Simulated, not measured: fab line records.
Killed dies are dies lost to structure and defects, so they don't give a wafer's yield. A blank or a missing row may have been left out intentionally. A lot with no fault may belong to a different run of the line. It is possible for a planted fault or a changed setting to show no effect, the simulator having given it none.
Matching of chambers || flow n5Finfet || 4 sister chambers for N5_BEOL_M8_STRIP_36 on rieDiel-05
The step strips in N2/H2. 18 wafers are shown with their chamber, then 9 later ones without.

## EACH WAFER AND ITS CHAMBER
{"wafer": "L076.3", "chamber": 0, "showerheadPlenumPTorr (Torr)": 2.70, "throttleValvePct (%)": 23.77, "drypumpMotorCurrentA (A)": 5.1}
{"wafer": "L076.5", "chamber": 0, "showerheadPlenumPTorr (Torr)": 2.70, "throttleValvePct (%)": 23.76, "drypumpMotorCurrentA (A)": 5.1}
{"wafer": "L076.6", "chamber": 1, "showerheadPlenumPTorr (Torr)": 2.65, "throttleValvePct (%)": 23.40, "drypumpMotorCurrentA (A)": 5.7}
{"wafer": "L079.1", "chamber": 1, "showerheadPlenumPTorr (Torr)": 2.65, "throttleValvePct (%)": 23.40, "drypumpMotorCurrentA (A)": 5.6}
{"wafer": "L079.4", "chamber": 1, "showerheadPlenumPTorr (Torr)": 2.65, "throttleValvePct (%)": 23.37, "drypumpMotorCurrentA (A)": 5.7}
{"wafer": "L079.6", "chamber": 2, "showerheadPlenumPTorr (Torr)": 2.59, "throttleValvePct (%)": 22.88, "drypumpMotorCurrentA (A)": 5.8}
{"wafer": "L080.3", "chamber": 0, "showerheadPlenumPTorr (Torr)": 2.70, "throttleValvePct (%)": 23.77, "drypumpMotorCurrentA (A)": 5.1}
{"wafer": "L080.4", "chamber": 1, "showerheadPlenumPTorr (Torr)": 2.64, "throttleValvePct (%)": 23.39, "drypumpMotorCurrentA (A)": 5.6}
{"wafer": "L080.5", "chamber": 2, "showerheadPlenumPTorr (Torr)": 2.58, "throttleValvePct (%)": 22.85, "drypumpMotorCurrentA (A)": 5.8}
{"wafer": "L082.1", "chamber": 0, "showerheadPlenumPTorr (Torr)": 2.70, "throttleValvePct (%)": 23.81, "drypumpMotorCurrentA (A)": 5.0}
{"wafer": "L082.4", "chamber": 1, "showerheadPlenumPTorr (Torr)": 2.64, "throttleValvePct (%)": 23.37, "drypumpMotorCurrentA (A)": 5.6}
{"wafer": "L082.6", "chamber": 0, "showerheadPlenumPTorr (Torr)": 2.70, "throttleValvePct (%)": 23.79, "drypumpMotorCurrentA (A)": 5.1}
{"wafer": "L083.1", "chamber": 3, "showerheadPlenumPTorr (Torr)": 2.50, "throttleValvePct (%)": 23.39, "drypumpMotorCurrentA (A)": 5.9}
{"wafer": "L083.4", "chamber": 1, "showerheadPlenumPTorr (Torr)": 2.64, "throttleValvePct (%)": 23.40, "drypumpMotorCurrentA (A)": 5.6}
{"wafer": "L083.5", "chamber": 1, "showerheadPlenumPTorr (Torr)": 2.64, "throttleValvePct (%)": 23.40, "drypumpMotorCurrentA (A)": 5.6}
{"wafer": "L085.3", "chamber": 1, "showerheadPlenumPTorr (Torr)": 2.64, "throttleValvePct (%)": 23.44, "drypumpMotorCurrentA (A)": 5.7}
{"wafer": "L085.5", "chamber": 2, "showerheadPlenumPTorr (Torr)": 2.58, "throttleValvePct (%)": 22.88, "drypumpMotorCurrentA (A)": 5.8}
{"wafer": "L085.6", "chamber": 1, "showerheadPlenumPTorr (Torr)": 2.64, "throttleValvePct (%)": 23.40, "drypumpMotorCurrentA (A)": 5.7}

SIGNATURES (means of the wafers above)
{"reading": "showerheadPlenumPTorr", "chamber 0": 2.7000, "chamber 1": 2.6433, "chamber 2": 2.5833, "chamber 3": 2.5000, "scatter within a chamber": 0.00436}
{"reading": "throttleValvePct", "chamber 0": 23.7800, "chamber 1": 23.3967, "chamber 2": 22.8700, "chamber 3": 23.3900, "scatter within a chamber": 0.02}
{"reading": "drypumpMotorCurrentA", "chamber 0": 5.080, "chamber 1": 5.644, "chamber 2": 5.800, "chamber 3": 5.900, "scatter within a chamber": 0.0465}
Rule: distance of a wafer from a chamber = root of the sum over the readings of ((wafer's reading minus chamber's mean) / reading's scatter) squared. If the next closest chamber is less than 2 further off than the closest, the wafer can't be placed; otherwise it belongs to the closest. The scatter: take each reading less its chamber's mean, square it, sum over the shown wafers, divide by the number of wafers less the number of chambers, and take the root.

## WAFERS WITH NO CHAMBER GIVEN
{"wafer": "L089.1", "showerheadPlenumPTorr (Torr)": 2.64, "throttleValvePct (%)": 23.41, "drypumpMotorCurrentA (A)": 5.7}
{"wafer": "L089.4", "showerheadPlenumPTorr (Torr)": 2.49, "throttleValvePct (%)": 23.40, "drypumpMotorCurrentA (A)": 5.9}
{"wafer": "L089.6", "showerheadPlenumPTorr (Torr)": 2.58, "throttleValvePct (%)": 22.91, "drypumpMotorCurrentA (A)": 5.8}
{"wafer": "L095.2", "showerheadPlenumPTorr (Torr)": 2.49, "throttleValvePct (%)": 23.42, "drypumpMotorCurrentA (A)": 5.9}
{"wafer": "L095.4", "showerheadPlenumPTorr (Torr)": 2.68, "throttleValvePct (%)": 23.83, "drypumpMotorCurrentA (A)": 5.1}
{"wafer": "L095.5", "showerheadPlenumPTorr (Torr)": 2.68, "throttleValvePct (%)": 23.83, "drypumpMotorCurrentA (A)": 5.1}
{"wafer": "L097.3", "showerheadPlenumPTorr (Torr)": 2.48, "throttleValvePct (%)": 23.42, "drypumpMotorCurrentA (A)": 5.9}
{"wafer": "L097.4", "showerheadPlenumPTorr (Torr)": 2.48, "throttleValvePct (%)": 23.43, "drypumpMotorCurrentA (A)": 5.9}
{"wafer": "L097.6", "showerheadPlenumPTorr (Torr)": 2.62, "throttleValvePct (%)": 23.42, "drypumpMotorCurrentA (A)": 5.7}

## THE CHAMBER EACH PASSED THROUGH
{"wafer": "L089.1", "from the rows above": 1, "in truth": 1}
{"wafer": "L089.4", "from the rows above": 3, "in truth": 3}
{"wafer": "L089.6", "from the rows above": 2, "in truth": 2}
{"wafer": "L095.2", "from the rows above": 3, "in truth": 3}
{"wafer": "L095.4", "from the rows above": 0, "in truth": 0}
{"wafer": "L095.5", "from the rows above": 0, "in truth": 0}
{"wafer": "L097.3", "from the rows above": 3, "in truth": 3}
{"wafer": "L097.4", "from the rows above": 3, "in truth": 3}
{"wafer": "L097.6", "from the rows above": 1, "in truth": 1}
9 of 9 placed correctly. Not placeable from these rows: 0. Wrongly placed: 0.
